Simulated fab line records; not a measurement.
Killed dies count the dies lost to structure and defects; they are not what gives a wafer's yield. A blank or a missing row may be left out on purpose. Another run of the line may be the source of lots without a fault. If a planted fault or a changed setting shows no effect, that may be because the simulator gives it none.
Split-lot study + flow n5-finfet + 21 wafers read from 7 lots, route of 1938 steps

== ABOUT THE SPLIT ==
At N5_SD_EPI_N_COAT_33 (time 60 s, resist thk 35 nm), the setting spin-rpm was moved away from the recipe's 1500 rpm on 7 of the 21 wafers read, by -10.7% to +10.1%. All remaining wafers had this setting at the recipe value.

== FROM THE SPLIT TO THE READING: what the file shows between them, 9 steps ==
- N5_SD_EPI_N_PEB_07: peb time 60 s (also split here: peb-time-s)
- N5_SD_EPI_N_DEVELOP_08: develop time 30 s
- N5_SD_EPI_N_CD_MEAS_09: target cd 120 nm
- N5_SD_EPI_N_DESCUM_14: chemistry O2, time 7.9 s
- N5_SD_EPI_N_ETCH_34: etches SiARC in CF4, target depth 45.5 nm, time 75.8 s
- N5_SD_EPI_N_ETCH_35: etches SOC in N2/H2, overetch 108 nm, time 486 s
- N5_SD_EPI_N_STRIP_36: strips in N2/H2
- N5_SD_EPI_N_ETCHBACK_44: etches SiNx in CH3F/O2, stops on SiO2, target depth 14.5 nm
- N5_SD_EPI_N_ETCH_45: etches SiOCN in CH3F/O2, target depth 6 nm

== THE READING ==
SiARC_of_SD_EPI_N_COAT_33.thk-nm (the simulator's own value, which no gauge read), in nm, at N5_SD_EPI_N_ETCH_16 (etches SiO2 in CHF3/O2, target depth 5 nm). The file does not state a usual value for it. The 14 wafers here that ran the recipe average 12.7 nm, standard deviation 0.3 nm.

| wafer  | tool, chamber at the split | spin-rpm as run, rpm | against the recipe | SiARC_of_SD_EPI_N_COAT_33.thk-nm, nm | against lot-mates on the recipe |
|--------|----------------------------|----------------------|--------------------|--------------------------------------|---------------------------------|
| L079.1 | litho-track-03, 0          | 1500                 | recipe             | 13                                   | -                               |
| L079.3 | litho-track-03, 0          | 1500                 | recipe             | 12.6                                 | -                               |
| L079.5 | litho-track-03, 0          | 1500                 | recipe             | 13.4                                 | -                               |
| L082.2 | litho-track-03, 0          | 1651                 | +10.1%             | 10.8                                 | -2.0                            |
| L082.4 | litho-track-03, 0          | 1500                 | recipe             | 12.8                                 | -                               |
| L082.5 | litho-track-03, 0          | 1500                 | recipe             | 12.8                                 | -                               |
| L087.1 | litho-track-04, 0          | 1500                 | recipe             | 12.6                                 | -                               |
| L087.3 | litho-track-04, 0          | 1650                 | +10.0%             | 10.8                                 | -1.7                            |
| L087.4 | litho-track-04, 0          | 1500                 | recipe             | 12.4                                 | -                               |
| L091.3 | litho-track-03, 0          | 1500                 | recipe             | 12.8                                 | -                               |
| L091.4 | litho-track-03, 0          | 1500                 | recipe             | 12.6                                 | -                               |
| L091.5 | litho-track-03, 0          | 1500                 | recipe             | 13                                   | -                               |
| L093.1 | litho-track-03, 0          | 1340                 | -10.7%             | 14.8                                 | +2.5                            |
| L093.2 | litho-track-03, 0          | 1500                 | recipe             | 12.2                                 | -                               |
| L093.4 | litho-track-03, 0          | 1500                 | recipe             | 12.4                                 | -                               |
| L094.1 | litho-track-03, 0          | 1650                 | +10.0%             | 11.6                                 | -1.4                            |
| L094.2 | litho-track-03, 0          | 1650                 | +10.0%             | 10.8                                 | -2.2                            |
| L094.6 | litho-track-03, 0          | 1500                 | recipe             | 13                                   | -                               |
| L096.2 | litho-track-04, 0          | 1400                 | -6.7%              | 14                                   | +1.4                            |
| L096.4 | litho-track-04, 0          | 1500                 | recipe             | 12.6                                 | -                               |
| L096.5 | litho-track-04, 0          | 1400                 | -6.7%              | 13.6                                 | +1.0                            |

THE FIT
A straight line over all 21 wafers: SiARC_of_SD_EPI_N_COAT_33.thk-nm changes by -0.175 nm for each +1% of spin-rpm; r = -0.95; the points scatter about the line by 0.31 nm.
The same after taking each lot's own level away (the mean of its wafers on the recipe; 21 wafers): -0.193 nm for each +1%; r = -0.98; scatter 0.24 nm.
The reading moves by 2.1 nm for the largest change in spin-rpm, on that fit.
Measured against the standard deviation above, the lots' own levels, which go from 12.30 to 13.00 nm, span 2.3 times it.
The two slopes are in agreement: the lot-to-lot level therefore moves the slope only a little.
Check: with one of the wafers moved furthest among these (-10.7%) left out of the fit, the line predicts +1.94 nm for it against its lot-mates. Against them it came out at +2.5 nm.

== OTHER SPLITS ON THESE WAFERS ==
Note: prior to the reading, these wafers also went through further splits. Each is held against what the fit with the lots' levels taken away leaves over:
| other split on the same wafers           | wafers away from the commonest value | r with SiARC_of_SD_EPI_N_COAT_33.thk-nm (lot level and that fit taken away) |
|------------------------------------------|--------------------------------------|-----------------------------------------------------------------------------|
| N5_WELL_APT_EXPOSE_22 dose-mj            | 7                                    | +0.15                                                                       |
| N5_WELL_APT_PEB_23 peb-time-s            | 10                                   | -0.09                                                                       |
| N5_PMOS_HMC_CHANNEL_EPI_HM_DEP_34 time-s | 11                                   | +0.05                                                                       |
| N5_FIN_CUT_ETCH_21 time-s                | 9                                    | +0.04                                                                       |
| N5_SD_EPI_N_PEB_07 peb-time-s            | 7                                    | -0.31                                                                       |

== THE WHOLE CHAIN: every reading that the file lists as answering this split, in the file's order ==
| step                | what it does                                           | reading                                                                                   | change (the file's fit)               | r (the file's) |
|---------------------|--------------------------------------------------------|-------------------------------------------------------------------------------------------|---------------------------------------|----------------|
| N5_SD_EPI_N_COAT_33 | time 60 s, resist thk 35 nm                            | SiARC_of_SD_EPI_N_COAT_33.thk-nm (the simulator's own value, which no gauge read)         | -0.17 nm for each +1% of the setting  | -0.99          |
| N5_SD_EPI_N_ETCH_34 | etches SiARC in CF4, target depth 45.5 nm, time 75.8 s | etch-rf-on-time-s                                                                         | withheld for each +1% of the setting  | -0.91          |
| N5_SD_EPI_N_ETCH_34 | etches SiARC in CF4, target depth 45.5 nm, time 75.8 s | etch.depth-nm (the simulator's own value, which no gauge read)                            | -0.17 nm for each +1% of the setting  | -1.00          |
| N5_SD_EPI_N_ETCH_34 | etches SiARC in CF4, target depth 45.5 nm, time 75.8 s | CAR-ArF-block_of_SD_EPI_N_COAT_03.thk-nm (the simulator's own value, which no gauge read) | +0.161 nm for each +1% of the setting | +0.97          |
| N5_SD_EPI_N_ETCH_35 | etches SOC in N2/H2, overetch 108 nm, time 486 s       | SiARC_of_SD_EPI_N_COAT_33.thk-nm (the simulator's own value, which no gauge read)         | -0.189 nm for each +1% of the setting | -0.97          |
| N5_SD_EPI_N_ETCH_16 | etches SiO2 in CHF3/O2, target depth 5 nm              | SiARC_of_SD_EPI_N_COAT_33.thk-nm (the simulator's own value, which no gauge read)         | -0.195 nm for each +1% of the setting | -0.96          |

== FILE'S OWN FIT ==
SiARC_of_SD_EPI_N_COAT_33.thk-nm changes by -0.195 nm for each +1% of spin-rpm, r = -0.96.
